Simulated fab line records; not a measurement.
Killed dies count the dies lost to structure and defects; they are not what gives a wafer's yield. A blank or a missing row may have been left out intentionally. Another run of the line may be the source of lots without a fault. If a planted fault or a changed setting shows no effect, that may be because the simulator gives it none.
fab line records | flow n5-finfet
record: lots: 24 wafers: 72 last-day: 17
route steps=1938 shown BEOL_M14@1727 BEOL_M15@1812
lots with no fault: from the same line, run without faults
start-h: the number of hours between the record's first day and the start of the first shown wafer of the lot | wait-h: hours elapsed since this lot's preceding step | " same as the row above | L1.1+2: a single row standing in for several wafers | - no value, or no start was given | * or withheld: withheld | < > ~ a bound
route shown NAME@n: names a module that has steps shown in the file, with the first one's number in the route | usual: mean and standard deviation over wafers with no fault | same: alike in all rows | chamber/n: place in a boat | sites: each site's reading | _std_site: how widely they spread, as a standard deviation | _edge_site: outer sites' mean less inner sites' | radius-mm: for every site, how far away it sits from the centre of the wafer | mask NAME#n: copy n | behind: tool/chamber where the wafer was last shaped | hold: the reason the lot was held/the length of the hold in hours/how it ended | device: which transistor (n, p or np) failed to switch | end of line: tests of these same wafers at the route's end | a step given without rows: its recipe and nothing more | killed: dies lost to structure and defects at the first sort, not the wafer's yield | map: per-die view of a wafer (x killed, . not killed, _ where there is no die)
set.NAME: setting as actually run; set.NAME@STEP: the setting as run at that earlier step | model.NAME: the simulator's own value behind a step, which no gauge read
the route's steps for a sample of lots (tables are steps, rows are wafers)
services: the hour from which a tool's chamber was out of use, counted from the record's first day as start-h (under 0 if before that day), plus the number of hours and why
== steps ==
step: N5_BEOL_M14_OVL_MEAS_11
recipe: points-per-wafer: 44
usual: V13_OVL: 2/5.2
columns lot.wafer tool chamber start-h wait-h V13_OVL[nm]
L074.2 overlay-02 0 229.64 0.0 3
L074.3 " 0 " " -4
L074.5 " 0 " " -3
L076.1 overlay-02 0 246.19 0.0 -4
L076.4 " 0 " " 4
L076.6 " 0 " " -8
L075.1 overlay-02 0 246.58 0.0 5
L075.3 " 0 " " 13
L075.5 " 0 " " 13
L079.1 overlay-01 0 254.45 0.0 7
L079.2 " 0 " " -13
L079.5 " 0 " " 6
L077.2 overlay-01 0 254.82 0.0 4
L077.5 " 0 " " 7
L077.6 " 0 " " 9
L078.1 overlay-02 0 256.42 0.0 10
L078.2 " 0 " " 8
L078.4 " 0 " " 5
L081.2 overlay-01 0 272.43 0.0 1
L081.4 " 0 " " 4
L081.5 " 0 " " 6
L080.2 overlay-01 0 279.96 0.0 6
L080.3 " 0 " " 8
L080.4 " 0 " " 5
L082.1 overlay-01 0 285.97 0.0 4
L082.3 " 0 " " 8
L082.6 " 0 " " 3
L084.2 overlay-01 0 302.07 0.0 8
L084.5 " 0 " " 6
L084.6 " 0 " " 10
L083.1 overlay-01 0 303.11 0.0 5
L083.2 " 0 " " 4
L083.3 " 0 " " 5
L085.1 overlay-01 0 307.40 0.0 6
L085.4 " 0 " " 1
L085.5 " 0 " " 6
L086.2 overlay-02 0 307.47 0.0 1
L086.4 " 0 " " -1
L086.6 " 0 " " -1
L088.1 overlay-01 0 327.11 0.0 -7
L088.2 " 0 " " -3
L088.4 " 0 " " 1
L087.1 overlay-01 0 327.38 0.0 -3
L087.3 " 0 " " -5
L087.5 " 0 " " -9
L089.2 overlay-01 0 340.40 0.0 4
L089.3 " 0 " " 4
L089.5 " 0 " " 3
L091.3 overlay-01 0 340.83 0.0 6
L091.4 " 0 " " 8
L091.6 " 0 " " 15
L093.4 overlay-02 0 341.67 0.0 5
L093.5 " 0 " " 4
L093.6 " 0 " " -10
L090.2 overlay-01 0 346.63 0.0 2
L090.3 " 0 " " 4
L090.4 " 0 " " 6
L092.1 overlay-01 0 349.11 0.0 -6
L092.2 " 0 " " -2
L092.5 " 0 " " 3
L094.2 overlay-01 0 362.75 0.0 -2
L094.3 " 0 " " -3
L094.4 " 0 " " -5
L096.1 overlay-01 0 370.05 0.0 -5
L096.2 " 0 " " 6
L096.6 " 0 " " 1
L095.1 overlay-02 0 371.19 0.0 -1
L095.4 " 0 " " -2
L095.5 " 0 " " 1
L097.1 overlay-02 0 377.12 0.0 9
L097.3 " 0 " " 2
L097.5 " 0 " " 2
step: N5_BEOL_M14_PRE_CLEAN_42
recipe: gas: H2/He time-s: 30 temp-c: 300
usual: heater-power-w: 491/71
columns lot.wafer tool chamber start-h wait-h heater-power-w
L074.2 pvd-sputter-02 - 233.19 0.0 577
L074.3 " - " " 456
L074.5 " - " " 451
L076.1 pvd-sputter-02 - 250.08 0.0 593
L076.4 " - " " 460
L076.6 " - " " 578
L075.1 pvd-sputter-03 - 250.12 0.0 445
L075.3 " - " " 556
L075.5 " - " " 424
L079.1 pvd-sputter-02 - 259.93 0.0 590
L079.2 " - " " 553
L079.5 " - " " 584
L077.2 pvd-sputter-01 - 260.69 0.0 615
L077.5 " - " " 461
L077.6 " - " " 374
L078.1 pvd-sputter-01 - 263.67 0.0 468
L078.2 " - " " 614
L078.4 " - " " 364
L081.2 pvd-sputter-01 - 277.84 0.0 470
L081.4 " - " " 363
L081.5 " - " " 450
L080.2 pvd-sputter-03 - 283.82 0.0 567
L080.3 " - " " 432
L080.4 " - " " 456
L082.1 pvd-sputter-02 - 289.66 0.0 568
L082.3 " - " " 576
L082.6 " - " " 562
L084.2 pvd-sputter-02 - 305.98 0.0 454
L084.5 " - " " 455
L084.6 " - " " 450
L083.1 pvd-sputter-03 - 312.39 0.0 488
L083.2 " - " " 560
L083.3 " - " " 429
L086.2 pvd-sputter-03 - 313.09 0.0 429
L086.4 " - " " 506
L086.6 " - " " 558
L085.1 pvd-sputter-02 - 313.17 0.0 572
L085.4 " - " " 582
L085.5 " - " " 448
L088.1 pvd-sputter-02 - 331.21 0.0 450
L088.2 " - " " 458
L088.4 " - " " 565
L087.1 pvd-sputter-01 - 331.49 0.0 368
L087.3 " - " " 474
L087.5 " - " " 451
L089.2 pvd-sputter-02 - 343.34 0.0 466
L089.3 " - " " 565
L089.5 " - " " 575
L091.3 pvd-sputter-01 - 343.37 0.0 366
L091.4 " - " " 608
L091.6 " - " " 472
L093.4 pvd-sputter-01 - 346.50 0.0 615
L093.5 " - " " 610
L093.6 " - " " 473
L090.2 pvd-sputter-01 - 350.08 0.0 456
L090.3 " - " " 373
L090.4 " - " " 610
L092.1 pvd-sputter-02 - 353.62 0.0 567
L092.2 " - " " 596
L092.5 " - " " 432
L094.2 pvd-sputter-01 - 364.96 0.0 613
L094.3 " - " " 364
L094.4 " - " " 450
L096.1 pvd-sputter-02 - 372.05 0.0 577
L096.2 " - " " 460
L096.6 " - " " 459
L095.1 pvd-sputter-03 - 375.00 0.0 493
L095.4 " - " " 430
L095.5 " - " " 568
L097.1 pvd-sputter-01 - 382.68 0.0 627
L097.3 " - " " 458
L097.5 " - " " 369
step: N5_BEOL_M14_SPUTTER_44
recipe: material: Ta target-thk-a: 150 temp-c: 50 bias-v: 80 power-w: 15000 chamber-pressure-pa: 0.07 time-s: 24.19
usual: chamber-pressure-pa: 0.07001/0.00015 throttle-valve-pct: 30.5/0.86
columns lot.wafer tool chamber start-h wait-h chamber-pressure-pa throttle-valve-pct
L074.2 pvd-sputter-02 - 233.31 0.0 0.06987 30.4
L074.3 " - " " 0.06981 31.6
L074.5 " - " " 0.0701 31.6
L076.1 pvd-sputter-02 - 250.20 0.0 0.06982 30.6
L076.4 " - " " 0.06985 31.6
L076.6 " - " " 0.07019 30.6
L075.1 pvd-sputter-03 - 250.24 0.0 0.06988 31.3
L075.3 " - " " 0.07009 29.5
L075.5 " - " " 0.07004 29.6
L079.1 pvd-sputter-02 - 260.05 0.0 0.07012 30.7
L079.2 " - " " 0.07024 30.0
L079.5 " - " " 0.06991 30.7
L077.2 pvd-sputter-01 - 260.81 0.0 0.07019 31.5
L077.5 " - " " 0.07019 32.1
L077.6 " - " " 0.06999 30.4
L078.1 pvd-sputter-01 - 263.79 0.0 0.07002 30.4
L078.2 " - " " 0.06992 31.2
L078.4 " - " " 0.06989 30.1
L081.2 pvd-sputter-01 - 277.96 0.0 0.07001 30.5
L081.4 " - " " 0.07007 30.2
L081.5 " - " " 0.07013 32.0
L080.2 pvd-sputter-03 - 283.94 0.0 0.07001 29.6
L080.3 " - " " 0.06977 29.7
L080.4 " - " " 0.07021 31.1
L082.1 pvd-sputter-02 - 289.78 0.0 0.07009 29.6
L082.3 " - " " 0.07009 30.4
L082.6 " - " " 0.07001 29.8
L084.2 pvd-sputter-02 - 306.10 0.0 0.06982 29.5
L084.5 " - " " 0.07006 31.7
L084.6 " - " " 0.06971 29.5
L083.1 pvd-sputter-03 - 312.51 0.0 0.0698 29.8
L083.2 " - " " 0.06987 29.4
L083.3 " - " " 0.07022 29.7
L086.2 pvd-sputter-03 - 313.21 0.0 0.06991 30.1
L086.4 " - " " 0.07004 29.7
L086.6 " - " " 0.06998 29.6
L085.1 pvd-sputter-02 - 313.29 0.0 0.06984 30.6
L085.4 " - " " 0.06985 29.7
L085.5 " - " " 0.07016 31.7
L088.1 pvd-sputter-02 - 331.33 0.0 0.07002 31.5
L088.2 " - " " 0.06986 29.6
L088.4 " - " " 0.06994 30.1
L087.1 pvd-sputter-01 - 331.61 0.0 0.06988 30.1
L087.3 " - " " 0.06996 30.2
L087.5 " - " " 0.07009 31.8
L089.2 pvd-sputter-02 - 343.46 0.0 0.06994 31.2
L089.3 " - " " 0.07004 29.9
L089.5 " - " " 0.0699 29.7
L091.3 pvd-sputter-01 - 343.49 0.0 0.07024 30.1
L091.4 " - " " 0.07018 31.4
L091.6 " - " " 0.07004 30.4
L093.4 pvd-sputter-01 - 346.62 0.0 0.06998 31.2
L093.5 " - " " 0.06969 31.4
L093.6 " - " " 0.0701 30.2
L090.2 pvd-sputter-01 - 350.20 0.0 0.0696 32.2
L090.3 " - " " 0.07002 30.5
L090.4 " - " " 0.07019 31.3
L092.1 pvd-sputter-02 - 353.74 0.0 0.07012 29.6
L092.2 " - " " 0.07002 30.8
L092.5 " - " " 0.07028 29.3
L094.2 pvd-sputter-01 - 365.08 0.0 0.06972 31.4
L094.3 " - " " 0.06974 30.1
L094.4 " - " " 0.06978 31.9
L096.1 pvd-sputter-02 - 372.17 0.0 0.06991 30.7
L096.2 " - " " 0.07 31.4
L096.6 " - " " 0.07025 31.4
L095.1 pvd-sputter-03 - 375.12 0.0 0.07012 29.8
L095.4 " - " " 0.06995 29.5
L095.5 " - " " 0.07027 29.3
L097.1 pvd-sputter-01 - 382.80 0.0 0.07011 30.9
L097.3 " - " " 0.06983 32.3
L097.5 " - " " 0.07009 30.3
step: N5_BEOL_M15_STRIP_62
recipe: chemistry: O2 power-w: 600 temp-c: 60 pressure-mtorr: 30 rf-frequency-hz: 6e+07 bias-power-w: 0 overash-fraction: 0.3 o2-flow-sccm: 225
usual: drypump-motor-current-A: 5.9/0.42 oes-product-au: 0.77/0.084 rf-vpp-V: 3.7/0.47 showerhead-plenum-p-Torr: 2.09/0.06 throttle-valve-pct: 16.74/0.27
columns lot.wafer tool chamber start-h wait-h drypump-motor-current-A oes-product-au rf-hours-counter-h rf-vpp-V showerhead-plenum-p-Torr throttle-valve-pct
L074.2 rie-diel-04 0 - - 5.2 0.70 213 3.7 1.98 16.77
L074.3 " 2 " " 6.2 0.72 179 4.0 2.09 16.96
L074.5 " 1 " " 5.2 0.86 - 3.2 2.13 16.67
L076.1 rie-diel-02 1 - - 6.0 0.75 135 3.2 2.02 17.05
L076.4 " 0 " " 5.8 0.73 229 3.5 2.07 16.96
L076.6 " 3 " " 5.8 0.70 - 3.7 2.06 16.55
L075.1 rie-diel-04 1 - - 5.2 0.85 61 2.6 2.13 16.67
L075.3 " 0 " " 5.2 0.71 218 4.0 1.98 16.78
L075.5 " 0 " " 5.2 0.70 - 4.3 1.98 16.78
L079.1 rie-diel-05 0 - - 6.1 0.80 92 4.2 2.11 16.82
L079.2 " 1 " " 6.3 0.67 250 3.2 2.16 16.75
L079.5 " 2 " " 5.3 0.69 - 4.1 2.17 16.66
L077.2 rie-diel-05 0 - - 6.1 0.80 92 3.7 2.11 16.82
L077.5 " 0 " " 6.1 0.80 - 3.6 2.11 16.81
L077.6 " 2 " " 5.3 0.70 - 3.9 2.17 16.66
L078.1 rie-diel-02 1 - - 6.0 0.75 140 3.4 2.02 17.04
L078.2 " 2 " " 6.3 0.70 197 3.7 2.17 16.88
L078.4 " 0 " " 5.8 0.72 - 3.6 2.07 16.97
L081.2 rie-diel-02 2 - - 6.3 0.70 203 3.0 2.17 16.89
L081.4 " 2 " " 6.3 0.71 - 3.5 2.17 16.89
L081.5 " 1 " " 6.0 0.76 - 3.8 2.02 17.06
L080.2 rie-diel-05 3 - - 6.1 0.76 133 4.0 2.03 16.76
L080.3 " 0 " " 6.0 0.78 103 3.4 2.11 16.82
L080.4 " 0 " " 6.1 0.79 - 3.8 2.11 16.84
L082.1 rie-diel-02 2 - - 6.2 0.69 210 3.6 2.17 16.90
L082.3 " 0 " " 5.8 0.71 241 3.1 2.07 16.98
L082.6 " 2 " " 6.3 0.70 - 3.5 2.17 16.90
L084.2 rie-diel-05 2 - - 5.3 0.69 231 4.3 2.16 16.68
L084.5 " 0 " " 6.1 0.78 - 3.7 2.11 16.85
L084.6 " 1 " " 6.3 0.95 - 3.0 2.16 16.24
L083.1 rie-diel-04 0 - - 5.2 0.69 229 3.9 1.97 16.81
L083.2 " 1 " " 5.2 0.84 73 3.9 2.13 16.71
L083.3 " 2 " " 6.2 0.71 195 3.5 2.08 16.99
L085.1 rie-diel-02 3 - - 5.8 0.97 4 3.4 2.05 16.10
L085.4 " 2 " " 6.3 0.70 - 3.9 2.17 16.93
L085.5 " 1 " " 6.0 0.74 - 3.8 2.01 17.10
L086.2 rie-diel-05 0 - - 6.1 0.78 112 3.7 2.11 16.85
L086.4 " 2 " " 5.3 0.67 233 3.9 2.16 16.70
L086.6 " 3 " " 6.1 0.74 - 3.2 2.03 16.78
L088.1 rie-diel-05 2 - - 5.3 0.67 239 2.7 2.16 16.71
L088.2 " 3 " " 6.1 0.74 150 3.7 2.02 16.79
L088.4 " 0 " " 6.1 0.77 119 3.8 2.10 16.86
L087.1 rie-diel-02 1 - - 6.1 0.73 167 3.9 2.01 17.10
L087.3 " 0 " " 5.7 0.71 253 3.9 2.06 17.01
L087.5 " 2 " " 6.3 0.69 - 3.8 2.16 16.92
L089.2 rie-diel-05 0 - - 6.1 0.77 122 3.5 2.10 16.89
L089.3 " 1 " " 6.3 0.91 16 3.5 2.15 16.26
L089.5 " 3 " " 6.1 0.73 - 3.1 2.02 16.80
L091.3 rie-diel-05 1 - - 6.3 0.92 17 3.8 2.15 16.27
L091.4 " 3 " " 6.1 0.73 154 3.3 2.02 16.80
L091.6 " 1 " " 6.4 0.92 - 4.1 2.15 16.26
L093.4 rie-diel-04 0 - - 5.2 0.68 241 3.0 1.97 16.83
L093.5 " 2 " " 6.2 0.71 - 3.7 2.08 17.00
L093.6 " 3 " " 5.3 0.89 - 3.4 2.07 16.18
L090.2 rie-diel-04 0 - - 5.3 0.68 242 3.7 1.97 16.81
L090.3 " 2 " " 6.2 0.71 207 3.3 2.08 17.01
L090.4 " 3 " " 5.2 0.89 38 4.2 2.07 16.20
L092.1 rie-diel-04 1 - - 5.2 0.82 86 4.0 2.12 16.72
L092.2 " 2 " " 6.2 0.71 210 3.8 2.08 17.02
L092.5 " 1 " " 5.2 0.82 - 3.4 2.12 16.72
L094.2 rie-diel-02 1 - - 6.0 0.72 178 2.9 2.01 17.12
L094.3 " 0 " " 5.8 0.70 264 3.9 2.06 17.02
L094.4 " 2 " " 6.3 0.67 234 3.6 2.16 16.94
L096.1 rie-diel-05 3 - - 6.2 0.73 162 3.4 2.02 16.83
L096.2 " 0 " " 6.1 0.77 130 3.4 2.10 16.87
L096.6 " 0 " " 6.1 0.76 - 3.2 2.10 16.89
L095.1 rie-diel-05 0 - - 6.1 0.77 133 3.6 2.10 16.88
L095.4 " 0 " " 6.1 0.76 - 4.1 2.10 16.89
L095.5 " 3 " " 6.1 0.73 - 4.2 2.02 16.81
L097.1 rie-diel-04 3 - - 5.3 0.88 49 4.3 2.06 16.21
L097.3 " 2 " " 6.2 0.70 218 3.8 2.07 17.02
L097.5 " 3 " " 5.3 0.88 - 3.6 2.06 16.19
step: N5_BEOL_M15_ETCH_38
recipe: chemistry: CF4/N2 target: SiCN target-depth-a: 1064 taper-deg: 2 time-s: 120.5 ion-energy-ev: 150 mask-material: SiO2 pressure-mtorr: 40 source-w: 430 bias-w: 70 Ar_flow_sccm: 100 cf4-flow-sccm: 60 n2-flow-sccm: 60
usual: drypump-motor-current-A: 5.9/0.42 oes-product-au: 0.76/0.085 rf-vpp-V: 382.0/1.7 showerhead-plenum-p-Torr: 2.20/0.06 throttle-valve-pct: 15.51/0.28
columns lot.wafer tool chamber start-h wait-h drypump-motor-current-A oes-product-au rf-hours-counter-h rf-vpp-V showerhead-plenum-p-Torr throttle-valve-pct
L074.2 rie-diel-04 0 - - 5.2 0.70 213 380.5 2.11 15.65
L074.3 " 2 " " 6.2 0.71 179 381.6 2.20 15.73
L074.5 " 1 " " 5.2 0.82 - 383.7 2.25 15.42
L076.1 rie-diel-02 1 - - 6.0 0.75 135 379.8 2.12 15.77
L076.4 " 0 " " 5.8 0.71 229 382.6 2.17 15.68
L076.6 " 3 " " 5.9 0.70 - 382.0 2.18 15.40
L075.1 rie-diel-04 1 - - 5.2 0.83 61 384.3 2.24 15.44
L075.3 " 0 " " 5.2 0.70 218 378.1 2.10 15.69
L075.5 " 0 " " 5.2 0.70 - 379.3 2.11 15.68
L079.1 rie-diel-05 0 - - 6.0 0.81 92 382.4 2.22 15.59
L079.2 " 1 " " 6.3 0.66 250 383.5 2.27 15.56
L079.5 " 2 " " 5.3 0.70 - 383.6 2.27 15.43
L077.2 rie-diel-05 0 - - 6.1 0.81 92 383.6 2.22 15.59
L077.5 " 0 " " 6.1 0.80 - 382.2 2.22 15.59
L077.6 " 2 " " 5.3 0.69 - 382.7 2.27 15.42
L078.1 rie-diel-02 1 - - 6.0 0.75 140 380.6 2.12 15.77
L078.2 " 2 " " 6.3 0.69 197 383.8 2.28 15.62
L078.4 " 0 " " 5.7 0.70 - 381.7 2.17 15.69
L081.2 rie-diel-02 2 - - 6.3 0.70 203 384.5 2.27 15.63
L081.4 " 2 " " 6.3 0.71 - 384.0 2.27 15.62
L081.5 " 1 " " 6.0 0.74 - 378.8 2.12 15.78
L080.2 rie-diel-05 3 - - 6.1 0.77 134 380.6 2.13 15.50
L080.3 " 0 " " 6.1 0.81 103 382.9 2.22 15.60
L080.4 " 0 " " 6.1 0.80 - 382.1 2.22 15.63
L082.1 rie-diel-02 2 - - 6.3 0.69 210 383.3 2.27 15.65
L082.3 " 0 " " 5.8 0.70 241 381.3 2.17 15.73
L082.6 " 2 " " 6.3 0.70 - 385.5 2.27 15.65
L084.2 rie-diel-05 2 - - 5.3 0.69 231 384.1 2.27 15.47
L084.5 " 0 " " 6.1 0.78 - 383.3 2.22 15.61
L084.6 " 1 " " 6.3 0.94 - 382.7 2.27 15.02
L083.1 rie-diel-04 0 - - 5.2 0.69 229 378.1 2.10 15.69
L083.2 " 1 " " 5.2 0.81 73 382.8 2.24 15.47
L083.3 " 2 " " 6.2 0.71 195 381.3 2.19 15.77
L085.1 rie-diel-02 3 - - 5.8 0.96 4 382.3 2.17 14.92
L085.4 " 2 " " 6.3 0.70 - 384.0 2.27 15.64
L085.5 " 1 " " 6.0 0.74 - 379.7 2.12 15.79
L086.2 rie-diel-05 0 - - 6.1 0.79 112 382.5 2.22 15.63
L086.4 " 2 " " 5.3 0.68 233 384.6 2.27 15.47
L086.6 " 3 " " 6.1 0.75 - 380.0 2.13 15.52
L088.1 rie-diel-05 2 - - 5.3 0.67 239 383.0 2.26 15.48
L088.2 " 3 " " 6.1 0.75 150 380.4 2.12 15.56
L088.4 " 0 " " 6.1 0.78 119 382.4 2.22 15.64
L087.1 rie-diel-02 1 - - 6.0 0.73 167 379.5 2.11 15.82
L087.3 " 0 " " 5.8 0.69 253 381.5 2.16 15.74
L087.5 " 2 " " 6.3 0.68 - 383.3 2.27 15.67
L089.2 rie-diel-05 0 - - 6.0 0.78 122 383.5 2.21 15.64
L089.3 " 1 " " 6.4 0.91 16 382.3 2.26 15.05
L089.5 " 3 " " 6.1 0.74 - 378.3 2.12 15.54
L091.3 rie-diel-05 1 - - 6.3 0.92 17 383.4 2.26 15.04
L091.4 " 3 " " 6.1 0.74 154 378.9 2.12 15.54
L091.6 " 1 " " 6.3 0.91 - 383.1 2.26 15.02
L093.4 rie-diel-04 0 - - 5.2 0.67 241 379.9 2.10 15.72
L093.5 " 2 " " 6.2 0.70 - 382.2 2.19 15.79
L093.6 " 3 " " 5.3 0.91 - 381.8 2.16 14.89
L090.2 rie-diel-04 0 - - 5.2 0.67 242 380.7 2.10 15.72
L090.3 " 2 " " 6.2 0.69 208 382.2 2.19 15.80
L090.4 " 3 " " 5.3 0.91 38 380.8 2.16 14.89
L092.1 rie-diel-04 1 - - 5.2 0.80 86 383.0 2.24 15.49
L092.2 " 2 " " 6.2 0.69 210 380.2 2.19 15.81
L092.5 " 1 " " 5.2 0.80 - 382.7 2.24 15.50
L094.2 rie-diel-02 1 - - 6.0 0.71 178 380.1 2.11 15.84
L094.3 " 0 " " 5.8 0.69 264 380.6 2.16 15.75
L094.4 " 2 " " 6.3 0.68 234 382.0 2.26 15.69
L096.1 rie-diel-05 3 - - 6.1 0.74 162 379.7 2.12 15.56
L096.2 " 0 " " 6.1 0.78 130 382.1 2.21 15.67
L096.6 " 0 " " 6.1 0.78 - 383.0 2.21 15.66
L095.1 rie-diel-05 0 - - 6.1 0.78 133 382.3 2.21 15.67
L095.4 " 0 " " 6.1 0.78 - 382.2 2.21 15.67
L095.5 " 3 " " 6.1 0.74 - 379.5 2.12 15.56
L097.1 rie-diel-04 3 - - 5.3 0.88 49 379.3 2.16 14.91
L097.3 " 2 " " 6.2 0.69 218 381.4 2.18 15.82
L097.5 " 3 " " 5.2 0.89 - 380.7 2.16 14.90
step: N5_BEOL_M15_SPUTTER_43
recipe: material: TaN target-thk-a: 150 temp-c: 50 bias-v: 168.6 power-w: 15000 chamber-pressure-pa: 0.12 time-s: 24.19
usual: chamber-pressure-pa: 0.11999/0.00025 throttle-valve-pct: 30.6/0.89
columns lot.wafer tool chamber start-h wait-h chamber-pressure-pa throttle-valve-pct
L074.2 pvd-sputter-03 - 243.24 0.0 0.11994 29.3
L074.3 " - " " 0.11971 31.5
L074.5 " - " " 0.12003 31.5
L076.1 pvd-sputter-01 - 255.19 0.0 0.12 31.4
L076.4 " - " " 0.11966 30.8
L076.6 " - " " 0.1202 30.4
L075.1 pvd-sputter-01 - 255.81 0.0 0.1197 30.0
L075.3 " - " " 0.11985 32.0
L075.5 " - " " 0.12007 30.3
L079.1 pvd-sputter-01 - 266.41 0.0 0.11994 32.1
L079.2 " - " " 0.11982 31.1
L079.5 " - " " 0.12009 32.1
L077.2 pvd-sputter-02 - 266.65 0.0 0.11993 29.4
L077.5 " - " " 0.11972 29.5
L077.6 " - " " 0.1202 30.6
L078.1 pvd-sputter-01 - 270.68 0.0 0.12008 30.4
L078.2 " - " " 0.12057 31.8
L078.4 " - " " 0.1197 31.6
L081.2 pvd-sputter-03 - 284.64 0.0 0.11994 29.6
L081.4 " - " " 0.11992 29.6
L081.5 " - " " 0.1201 29.7
L080.2 pvd-sputter-03 - 289.66 0.0 0.12 29.6
L080.3 " - " " 0.11963 31.1
L080.4 " - " " 0.12074 29.7
L082.1 pvd-sputter-03 - 300.50 0.0 0.12027 31.1
L082.3 " - " " 0.12027 29.5
L082.6 " - " " 0.12011 31.4
L084.2 pvd-sputter-02 - 312.89 0.0 0.12021 29.8
L084.5 " - " " 0.12016 29.5
L084.6 " - " " 0.12 30.5
L083.1 pvd-sputter-01 - 317.28 0.0 0.11992 32.1
L083.2 " - " " 0.12048 31.4
L083.3 " - " " 0.11998 30.6
L085.1 pvd-sputter-03 - 317.60 0.0 0.11986 30.0
L085.4 " - " " 0.11999 29.6
L085.5 " - " " 0.1197 29.8
L086.2 pvd-sputter-01 - 317.70 0.0 0.12003 30.4
L086.4 " - " " 0.11964 32.1
L086.6 " - " " 0.11999 30.2
L088.1 pvd-sputter-01 - 338.97 0.0 0.11987 31.9
L088.2 " - " " 0.11972 30.5
L088.4 " - " " 0.11978 30.4
L087.1 pvd-sputter-01 - 339.29 0.0 0.11996 30.3
L087.3 " - " " 0.12021 32.0
L087.5 " - " " 0.11989 30.3
L089.2 pvd-sputter-01 - 349.14 0.0 0.12025 29.9
L089.3 " - " " 0.12051 32.2
L089.5 " - " " 0.11962 31.6
L091.3 pvd-sputter-02 - 350.96 0.0 0.12007 31.6
L091.4 " - " " 0.12 29.5
L091.6 " - " " 0.11995 29.7
L093.4 pvd-sputter-01 - 354.02 0.0 0.12056 30.6
L093.5 " - " " 0.11993 31.5
L093.6 " - " " 0.11982 30.6
L090.2 pvd-sputter-03 - 354.49 0.0 0.12012 29.7
L090.3 " - " " 0.11952 31.3
L090.4 " - " " 0.11989 29.3
L092.1 pvd-sputter-01 - 360.26 0.0 0.12058 31.9
L092.2 " - " " 0.11932 30.3
L092.5 " - " " 0.11975 30.4
L094.2 pvd-sputter-03 - 369.43 0.0 0.11988 29.9
L094.3 " - " " 0.11973 29.3
L094.4 " - " " 0.11964 29.8
L096.1 pvd-sputter-03 - 376.66 0.0 0.12006 29.5
L096.2 " - " " 0.11968 29.6
L096.6 " - " " 0.12015 31.5
L095.1 pvd-sputter-03 - 383.93 0.0 0.11975 29.6
L095.4 " - " " 0.12012 31.4
L095.5 " - " " 0.11967 29.7
L097.1 pvd-sputter-01 - 387.71 0.0 0.12001 30.4
L097.3 " - " " 0.11997 32.1
L097.5 " - " " 0.11955 31.8
== services ==
columns tool chamber start-h hours kind
rie-diel-04 1 229.69 7.4 repair
rie-diel-05 3 265.18 6.2 repair
rie-diel-05 1 271.34 - clean
rie-diel-05 1 271.34 - consumable-replace:focus-ring
rie-diel-05 1 271.34 21.2 scheduled-down
rie-diel-05 1 271.34 21.2 vent-cycle
rie-diel-04 - 273.42 14.6 pm
pvd-sputter-03 - 278.15 5.5 repair
rie-diel-02 0 279.54 8.0 repair
rie-diel-02 0 289.38 4.3 repair
pvd-sputter-02 - 294.67 5.9 repair
pvd-sputter-01 - 310.24 2.1 repair
rie-diel-02 0 316.61 4.1 repair
rie-diel-02 2 319.89 2.5 repair
rie-diel-02 3 323.57 29.4 repair
rie-diel-02 1 326.74 3.5 repair
rie-diel-04 0 356.87 1.3 repair
rie-diel-02 0 364.04 1.5 repair
rie-diel-05 2 372.19 - clean
rie-diel-05 2 372.19 - consumable-replace:focus-ring
rie-diel-05 2 372.19 17.0 scheduled-down
rie-diel-05 2 372.19 17.0 vent-cycle
rie-diel-02 0 375.58 11.8 repair
pvd-sputter-03 - 387.67 2.2 repair
== key ==
fault none
